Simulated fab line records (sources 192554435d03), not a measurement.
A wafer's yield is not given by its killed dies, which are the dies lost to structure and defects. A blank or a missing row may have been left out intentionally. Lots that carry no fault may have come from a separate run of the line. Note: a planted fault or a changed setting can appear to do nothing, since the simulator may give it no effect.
Which tool did it? / flow n5 finfet / Sampling: 6 lots, 18 wafers, 4 of 1938 route steps

WHAT THE GAUGES SHOWED, per wafer
N5_PASSIVATION_CD_MEAS_44 targets a cd of 40000 nm.
lot=L478; measured=day 12 11:25; on=cd sem-02; cd nm (nm)=39999 39999 39994
lot=L482; measured=day 13 18:37; on=cd sem-03; cd nm (nm)=40001 39999 40000
lot=L484; measured=day 14 00:22; on=cd sem-03; cd nm (nm)=40007 40007 40009
lot=L486; measured=day 15 04:19; on=cd sem-03; cd nm (nm)=40003 40003 40001
lot=L498; measured=day 18 01:01; on=cd sem-02; cd nm (nm)=40005 40004 40006
lot=L500; measured=day 18 09:26; on=cd sem-03; cd nm (nm)=40005 40003 40003

TOOL THAT RAN EACH LOT (tool first, then ch and the chambers of the sampled wafers, then the start)
lot=L478; N5_HKMG_FIN_ALD_21=ald metal-01 ch 0,1,3, day 4 12:22; N5_PASSIVATION_DEGAS_18=pvd sputter-01, day 12 08:20; N5_PASSIVATION_PRE_CLEAN_19=pvd sputter-01, day 12 08:22
lot=L482; N5_HKMG_FIN_ALD_21=ald metal-03 ch 0,3, day 5 15:54; N5_PASSIVATION_DEGAS_18=pvd sputter-02, day 13 15:47; N5_PASSIVATION_PRE_CLEAN_19=pvd sputter-02, day 13 15:49
lot=L484; N5_HKMG_FIN_ALD_21=ald metal-03 ch 0,2,3, day 6 04:16; N5_PASSIVATION_DEGAS_18=pvd sputter-03, day 13 21:43; N5_PASSIVATION_PRE_CLEAN_19=pvd sputter-03, day 13 21:45
lot=L486; N5_HKMG_FIN_ALD_21=ald metal-03 ch 1,2, day 6 15:22; N5_PASSIVATION_DEGAS_18=pvd sputter-02, day 15 01:43; N5_PASSIVATION_PRE_CLEAN_19=pvd sputter-02, day 15 01:45
lot=L498; N5_HKMG_FIN_ALD_21=ald metal-01 ch 1,2, day 9 11:37; N5_PASSIVATION_DEGAS_18=pvd sputter-02, day 17 21:07; N5_PASSIVATION_PRE_CLEAN_19=pvd sputter-02, day 17 21:10
lot=L500; N5_HKMG_FIN_ALD_21=ald metal-04 ch 0,2,3, day 9 23:48; N5_PASSIVATION_DEGAS_18=pvd sputter-02, day 18 06:14; N5_PASSIVATION_PRE_CLEAN_19=pvd sputter-02, day 18 06:17
- N5_HKMG_FIN_ALD_21: deposits TiN, target thk 1.5 nm, pulse time 1 s, purge time 3 s.
- N5_PASSIVATION_DEGAS_18: time 60 s.
- N5_PASSIVATION_PRE_CLEAN_19

THE ANSWER, worked out from the rows above alone
Rule: the usual values come from the lots themselves. The widest of any qualifying gaps counts: lots, ordered by their means at a reading, are off when they make up no more than a third of the lots, leave a main group of 4 or more, and stand apart from it by 3 or more times the standard deviation of that group's means. If all means in a main group match to the digits the tables above print for the reading, that group is not used. Also off: a lot with no number at a reading for which 4 or more lots have one. Where the step has rows for the other lots, those lots are counted as sound.
No lot is off at any reading shown: from this, nothing can be told.

WHAT THE SIMULATOR PUT IN
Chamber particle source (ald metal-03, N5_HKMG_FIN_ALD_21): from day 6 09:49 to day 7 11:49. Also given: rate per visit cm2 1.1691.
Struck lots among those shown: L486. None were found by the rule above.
